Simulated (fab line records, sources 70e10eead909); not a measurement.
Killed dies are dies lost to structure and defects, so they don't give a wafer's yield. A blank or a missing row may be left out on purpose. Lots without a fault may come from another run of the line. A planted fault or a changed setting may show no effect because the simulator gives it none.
Which tool did it? | flow nand_harc | 12 lots, 36 wafers sampled, at 5 steps of a route of 1302

WHAT THE GAUGES READ, wafer by wafer
NHARC_A_BONDPAD_THK_MEAS_20: measures by xrf. Usual: thk_nm 170.0 nm, standard deviation 1.6.
lot  | measured     | on            | thk_nm (nm)       | flag
L444 | day 23 16:34 | film_metro-02 | 170.3 171.6 171.4 |
L448 | day 24 06:06 | film_metro-01 | 170.4 169.9 171.4 |
L446 | day 24 08:19 | film_metro-02 | 169.3 168.0 170.9 |
L447 | day 24 16:50 | film_metro-02 | 172.1 172.0 172.5 |
L450 | day 26 05:47 | film_metro-01 | 170.3 171.3 169.9 |
L451 | day 26 08:05 | film_metro-02 | 169.6 169.7 169.1 |
L452 | day 26 23:01 | film_metro-01 | 166.8 170.2 171.1 |
L453 | day 27 05:28 | film_metro-02 | 167.6 168.0 168.8 |
L455 | day 28 14:20 | film_metro-01 | 170.4 169.5 169.5 |
L462 | day 30 10:40 | film_metro-02 | 170.2 169.7 169.8 |
L465 | day 31 19:56 | film_metro-01 | 169.0 169.7 171.1 |
L467 | day 32 10:47 | film_metro-02 | 170.7 171.4 172.5 |

NHARC_HYBRID_BOND_INSPECT_06: inspects for defects (ir void). Usual: raw_defect_count 87, standard deviation 36.
lot  | measured     | on                | raw_defect_count | flag
L444 | day 24 04:13 | defect_inspect-02 | 20 26 33         |
L448 | day 24 16:03 | defect_inspect-02 | 99 113 107       |
L446 | day 24 16:04 | defect_inspect-01 | 28 27 35         |
L447 | day 25 06:10 | defect_inspect-02 | 62 64 77         |
L450 | day 26 15:34 | defect_inspect-01 | 72 79 90         |
L451 | day 26 15:34 | defect_inspect-02 | 110 119 120      |
L452 | day 27 08:46 | defect_inspect-01 | 144 182 167      |
L453 | day 27 17:49 | defect_inspect-02 | 89 85 73         |
L455 | day 29 00:47 | defect_inspect-01 | 27 22 24         |
L462 | day 30 20:49 | defect_inspect-02 | 66 61 59         |
L465 | day 32 08:59 | defect_inspect-01 | 146 157 128      |
L467 | day 32 22:40 | defect_inspect-01 | 53 39 50         |

NHARC_THIN_TSV_THK_MEAS_02: measures by ir. Usual: thk_nm 3032 nm, standard deviation 260.
lot  | measured     | on            | thk_nm (nm)    | flag
L444 | day 24 07:03 | film_metro-01 | 3099 3088 2943 |
L448 | day 24 18:07 | film_metro-02 | 3251 2989 3457 |
L446 | day 24 19:41 | film_metro-01 | 3119 2921 3285 |
L447 | day 25 07:49 | film_metro-01 | 3068 2851 2691 |
L450 | day 26 18:24 | film_metro-02 | 3173 3273 2987 |
L451 | day 26 17:16 | film_metro-01 | 3271 3183 2754 |
L452 | day 27 10:26 | film_metro-02 | 2647 3041 2713 |
L453 | day 27 19:28 | film_metro-01 | 2877 2810 2625 |
L455 | day 29 03:40 | film_metro-01 | 3042 3209 3160 |
L462 | day 30 23:40 | film_metro-02 | 2751 2818 3325 |
L465 | day 32 10:36 | film_metro-02 | 3037 2664 2887 |
L467 | day 33 01:31 | film_metro-02 | 3524 3415 3348 |

NHARC_THIN_TSV_CD_MEAS_16. Usual: cd_nm 999.2 nm, standard deviation 1.7.
lot  | measured     | on        | cd_nm (nm)           | flag
L444 | day 24 08:57 | cd_sem-01 | 1000.1 999.3 1002.3  |
L448 | day 24 20:10 | cd_sem-03 | 1001.3 1000.5 999.7  |
L446 | day 24 21:53 | cd_sem-02 | 997.5 998.4 999.1    |
L447 | day 25 09:58 | cd_sem-01 | 1000.2 998.7 1000.1  |
L450 | day 26 20:17 | cd_sem-02 | 1002.0 999.3 997.2   |
L451 | day 26 19:17 | cd_sem-02 | 996.5 998.5 998.4    |
L452 | day 27 12:35 | cd_sem-03 | 997.6 1000.2 999.7   |
L453 | day 27 21:29 | cd_sem-02 | 1001.3 1000.7 1000.6 |
L455 | day 29 05:34 | cd_sem-01 | 997.2 1000.6 1000.8  |
L462 | day 31 01:42 | cd_sem-02 | 999.0 992.8 997.4    |
L465 | day 32 12:30 | cd_sem-02 | 996.5 997.4 997.5    |
L467 | day 33 03:25 | cd_sem-03 | 996.5 996.8 998.6    |

WHICH TOOL RAN EACH LOT (tool, then ch and the chambers of the sampled wafers, then the start)
lot  | NHARC_THIN_TSV_ETCH_44
L444 | rie_diel-06 ch 0,1,2, day 24 08:17
L448 | rie_diel-06 ch 0,3, day 24 19:20
L446 | rie_diel-01 ch 0,2, day 24 21:08
L447 | rie_diel-06 ch 0,1,2, day 25 09:08
L450 | rie_diel-01 ch 1,2,3, day 26 19:38
L451 | rie_diel-06 ch 0,1, day 26 18:38
L452 | rie_diel-05 ch 0,2, day 27 11:55
L453 | rie_diel-01 ch 0,1,3, day 27 20:50
L455 | rie_diel-06 ch 0,1,3, day 29 04:58
L462 | rie_diel-01 ch 0,1, day 31 00:58
L465 | rie_diel-05 ch 0,1,3, day 32 11:47
L467 | rie_diel-05 ch 0,1,2, day 33 02:44
- NHARC_THIN_TSV_ETCH_44: etches the open film in CF4/O2, target depth 1594.2 nm, time 797.1 s.

WHAT THE TOOLS THEMSELVES READ (means of the sampled wafers that have a number; where no wafer has one, the mark that the record gives instead)
NHARC_THIN_TSV_ETCH_44. Usual: drypump_motor_current_A 5.7 A, standard deviation 0.65; oes_product_au 0.999 a.u., standard deviation 0.0098; rf_fwd_power_W 299.8 W, standard deviation 0.95; rf_vpp_V 794 V, standard deviation 5.6; showerhead_plenum_p_Torr 1.83 Torr, standard deviation 0.089; throttle_valve_pct 16.915 %, standard deviation 0.0096.
lot  | tool        | drypump_motor_current_A (A) | oes_product_au (a.u.) | rf_fwd_power_W (W) | rf_vpp_V (V) | showerhead_plenum_p_Torr (Torr) | throttle_valve_pct (%) | flag
L444 | rie_diel-06 | 6.3                         | 1.006                 | 300.7              | 789          | 1.76                            | 16.921                 |
L448 | rie_diel-06 | 5.5                         | 1.000                 | 298.7              | 788          | 1.73                            | 16.909                 |
L446 | rie_diel-01 | 5.2                         | 0.990                 | 298.7              | 793          | 1.82                            | 16.915                 |
L447 | rie_diel-06 | 6.3                         | 0.999                 | 299.8              | 789          | 1.76                            | 16.916                 |
L450 | rie_diel-01 | 5.3                         | 1.005                 | 300.2              | 799          | 1.92                            | 16.911                 |
L451 | rie_diel-06 | 6.6                         | 0.998                 | 298.9              | 789          | 1.74                            | 16.910                 |
L452 | rie_diel-05 | 6.1                         | 1.000                 | 300.4              | 796          | 1.86                            | 16.923                 |
L453 | rie_diel-01 | 4.9                         | 0.994                 | 299.3              | 796          | 1.85                            | 16.908                 |
L455 | rie_diel-06 | 6.0                         | 0.990                 | 298.9              | 788          | 1.73                            | 16.923                 |
L462 | rie_diel-01 | 5.0                         | 1.077                 | 339.8              | 798          | 1.88                            | 16.921                 | OFF
L465 | rie_diel-05 | 6.0                         | 0.998                 | 299.0              | 794          | 1.83                            | 16.917                 |
L467 | rie_diel-05 | 6.1                         | 0.999                 | 299.3              | 794          | 1.84                            | 16.920                 |

THE ANSWER, worked out from the rows above alone
Rule: a lot is off if the mean of its wafers that have a number lies more than 3 standard deviations from the usual mean. A lot without any number at a reading at which 4 lots or more have one is off too. The other lots that the step has rows for count as sound. The gauges are gone through in route order, then the tools' own readings, and for those a lot's mean is taken as printed above. The first step at which some lot is off is used, and at that step the reading that is off furthest; a lot without a number counts as furthest.
Off: L462, at NHARC_THIN_TSV_ETCH_44 (rf_fwd_power_W).
A tool fits if, at that step or a process step before it, it ran every lot that is off, and no sound lot after the first of them. One fits: rie_diel-01 at NHARC_THIN_TSV_ETCH_44. Its last sound lot is L453 (day 27 20:50), its first lot that is off L462 (day 31 00:58): a fault that began between those two fits.
The tool's own readings at NHARC_THIN_TSV_ETCH_44 bear it out: on the lots that are off they differ by more than 5 times the standard deviation of the sound lots' means. oes_product_au reads 1.077 a.u. there against 0.998 a.u. on the sound lots; rf_fwd_power_W reads 339.8 W there against 299.4 W on the sound lots.

WHAT THE SIMULATOR HAD PUT IN
Process parameter drift: rie_diel-01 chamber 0, from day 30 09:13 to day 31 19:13, at NHARC_THIN_TSV_ETCH_44. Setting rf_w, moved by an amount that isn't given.
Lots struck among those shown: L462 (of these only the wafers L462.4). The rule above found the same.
